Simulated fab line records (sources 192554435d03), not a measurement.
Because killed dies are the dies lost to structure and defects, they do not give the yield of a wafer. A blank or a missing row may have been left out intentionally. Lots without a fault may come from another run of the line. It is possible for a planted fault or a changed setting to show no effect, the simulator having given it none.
Lot-split experiment / flow n5_finfet / 7 lots, 21 wafers read, on a route of 1938 steps

## ABOUT THE SPLIT
At N5_PASSIVATION_EXPOSE_27 (exposes mask PAD, defocus 0 nm), the setting dose_mj was moved away from the recipe's 32.3 on 6 of the 21 wafers read, by -3.0% to +7.2%. The other wafers ran this setting at the recipe's value.

## FROM THE SPLIT TO THE READING: what the file shows between them, 3 steps
- N5_PASSIVATION_PEB_28
- N5_PASSIVATION_DEVELOP_29: develop time 60 s
- N5_PASSIVATION_HARDBAKE_31: time 120 s

## THE READING
Shown in nm: cd_nm at N5_PASSIVATION_CD_MEAS_30, with target cd 4000 nm. On this fab line, fault-free wafers typically give 3999.4 nm with a standard deviation of 1.9 nm.

wafer=L074.1; tool, chamber at the split=krf_scanner-01, 0; dose_mj as run=33.2; against the recipe=+2.8%; cd_nm, nm=4008.7; against lot-mates on the recipe=+9.9
wafer=L074.2; tool, chamber at the split=krf_scanner-01, 0; dose_mj as run=32.3; against the recipe=recipe; cd_nm, nm=3997.8; against lot-mates on the recipe=-
wafer=L074.3; tool, chamber at the split=krf_scanner-01, 0; dose_mj as run=32.3; against the recipe=recipe; cd_nm, nm=3999.7; against lot-mates on the recipe=-
wafer=L079.3; tool, chamber at the split=krf_scanner-02, 0; dose_mj as run=32.3; against the recipe=recipe; cd_nm, nm=3999.1; against lot-mates on the recipe=-
wafer=L079.5; tool, chamber at the split=krf_scanner-02, 0; dose_mj as run=32.3; against the recipe=recipe; cd_nm, nm=4001.2; against lot-mates on the recipe=-
wafer=L079.6; tool, chamber at the split=krf_scanner-02, 0; dose_mj as run=34.61; against the recipe=+7.2%; cd_nm, nm=4012.2; against lot-mates on the recipe=+12.1
wafer=L084.1; tool, chamber at the split=krf_scanner-01, 0; dose_mj as run=32.3; against the recipe=recipe; cd_nm, nm=4002.0; against lot-mates on the recipe=-
wafer=L084.2; tool, chamber at the split=krf_scanner-01, 0; dose_mj as run=32.3; against the recipe=recipe; cd_nm, nm=4003.4; against lot-mates on the recipe=-
wafer=L084.5; tool, chamber at the split=krf_scanner-01, 0; dose_mj as run=32.3; against the recipe=recipe; cd_nm, nm=3997.0; against lot-mates on the recipe=-
wafer=L087.3; tool, chamber at the split=krf_scanner-01, 0; dose_mj as run=33.89; against the recipe=+4.9%; cd_nm, nm=4007.1; against lot-mates on the recipe=+7.9
wafer=L087.5; tool, chamber at the split=krf_scanner-01, 0; dose_mj as run=32.3; against the recipe=recipe; cd_nm, nm=3999.2; against lot-mates on the recipe=-
wafer=L087.6; tool, chamber at the split=krf_scanner-01, 0; dose_mj as run=33.89; against the recipe=+4.9%; cd_nm, nm=4008.8; against lot-mates on the recipe=+9.6
wafer=L088.1; tool, chamber at the split=krf_scanner-01, 0; dose_mj as run=31.33; against the recipe=-3.0%; cd_nm, nm=3992.7; against lot-mates on the recipe=-4.2
wafer=L088.2; tool, chamber at the split=krf_scanner-01, 0; dose_mj as run=31.33; against the recipe=-3.0%; cd_nm, nm=3993.2; against lot-mates on the recipe=-3.7
wafer=L088.3; tool, chamber at the split=krf_scanner-01, 0; dose_mj as run=32.3; against the recipe=recipe; cd_nm, nm=3996.9; against lot-mates on the recipe=-
wafer=L092.4; tool, chamber at the split=krf_scanner-02, 0; dose_mj as run=32.3; against the recipe=recipe; cd_nm, nm=3999.3; against lot-mates on the recipe=-
wafer=L092.5; tool, chamber at the split=krf_scanner-02, 0; dose_mj as run=32.3; against the recipe=recipe; cd_nm, nm=4000.1; against lot-mates on the recipe=-
wafer=L092.6; tool, chamber at the split=krf_scanner-02, 0; dose_mj as run=32.3; against the recipe=recipe; cd_nm, nm=3999.1; against lot-mates on the recipe=-
wafer=L095.2; tool, chamber at the split=krf_scanner-01, 0; dose_mj as run=32.3; against the recipe=recipe; cd_nm, nm=3997.5; against lot-mates on the recipe=-
wafer=L095.3; tool, chamber at the split=krf_scanner-01, 0; dose_mj as run=32.3; against the recipe=recipe; cd_nm, nm=3998.5; against lot-mates on the recipe=-
wafer=L095.6; tool, chamber at the split=krf_scanner-01, 0; dose_mj as run=32.3; against the recipe=recipe; cd_nm, nm=3997.7; against lot-mates on the recipe=-

FIT RESULTS
A straight line over all 21 wafers: cd_nm changes by +1.93 nm for each +1% of dose_mj; r = +0.93; the points scatter about the line by 1.9 nm.
The same after taking each lot's own level away (the mean of its wafers on the recipe; 21 wafers): +1.74 nm for each +1%; r = +0.93; scatter 1.7 nm.
According to that fit, moving dose_mj by its largest amount changes the reading by 12 nm.
From 3996.90 to 4000.80 nm: that is the span of the lots' own levels, equal to 2.1 times the standard deviation above.
In other words, the slope is changed by the lot-to-lot level; the two fits disagree.
Check: for one of the wafers moved furthest among these (+7.2%), held out of the fit, the line's prediction against its lot-mates is +13.4 nm. Against them it came out at +12.1 nm.

## OTHER SPLITS APPLIED TO THESE WAFERS
Other splits were also applied to these wafers ahead of the reading. Each is held against what the fit with the lots' levels taken away leaves over:
other split on the same wafers=N5_BEOL_M14_TRENCH_ETCH_34 bias_w; wafers away from the commonest value=9; r with cd_nm (lot level and that fit taken away)=+0.06
other split on the same wafers=N5_BEOL_M15_DEP_53 time_s; wafers away from the commonest value=7; r with cd_nm (lot level and that fit taken away)=-0.06
other split on the same wafers=N5_MIM_BOT_SPUTTER_00 power_w; wafers away from the commonest value=4; r with cd_nm (lot level and that fit taken away)=-0.10

## FILE'S OWN FIT
cd_nm changes by +1.82 nm for each +1% of dose_mj, r = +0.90.
